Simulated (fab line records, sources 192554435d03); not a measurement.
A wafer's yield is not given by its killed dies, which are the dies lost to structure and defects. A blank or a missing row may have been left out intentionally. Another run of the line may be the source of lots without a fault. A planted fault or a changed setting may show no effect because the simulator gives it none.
Matching of chambers | flow n5_finfet | N5_FIN_SAQP_SPACER1_ETCHBACK_25 on rie_diel-01: 4 sister chambers
The step etches SiO2 in CHF3/O2, target depth 24.4 nm, time 12.2 s. 4 wafers are shown with their chamber, then 9 later ones without.

== WAFERS PAIRED WITH THEIR CHAMBERS ==
wafer  | chamber | showerhead_plenum_p_Torr (Torr)
L083.1 | 3       | 2.28
L090.1 | 2       | 2.49
L090.4 | 1       | 2.37
L090.5 | 0       | 2.54

== WAFERS WITH NO CHAMBER GIVEN ==
wafer  | showerhead_plenum_p_Torr (Torr)
L091.1 | 2.49
L091.4 | 2.37
L091.5 | 2.54
L092.2 | 2.48
L092.3 | 2.54
L092.6 | 2.54
L096.3 | 2.53
L096.4 | 2.48
L096.5 | 2.37

== WHICH CHAMBER EACH ONE RAN IN ==
wafer  | from the rows above | in truth
L091.1 | 2                   | 2
L091.4 | 1                   | 1
L091.5 | 0                   | 0
L092.2 | 2                   | 2
L092.3 | 0                   | 0
L092.6 | 0                   | 0
L096.3 | 0                   | 0
L096.4 | 2                   | 2
L096.5 | 1                   | 1
Correct placement for 9 of the 9. Left unplaced by these rows: 0. 0 placed wrongly.
How it was worked out, from the rows above alone: a wafer's distance from a chamber is the root of the sum, over the readings, of the square of ((its reading less the chamber's mean) divided by the reading's scatter). If the next closest chamber is less than 2 further off than the closest, the wafer can't be placed; otherwise it belongs to the closest. For every chamber, the mean is computed from those of its wafers that are shown. The scatter (one wafer shown for each chamber): square how far every hidden wafer sits from the nearest shown wafer, average those squares and take the square root.
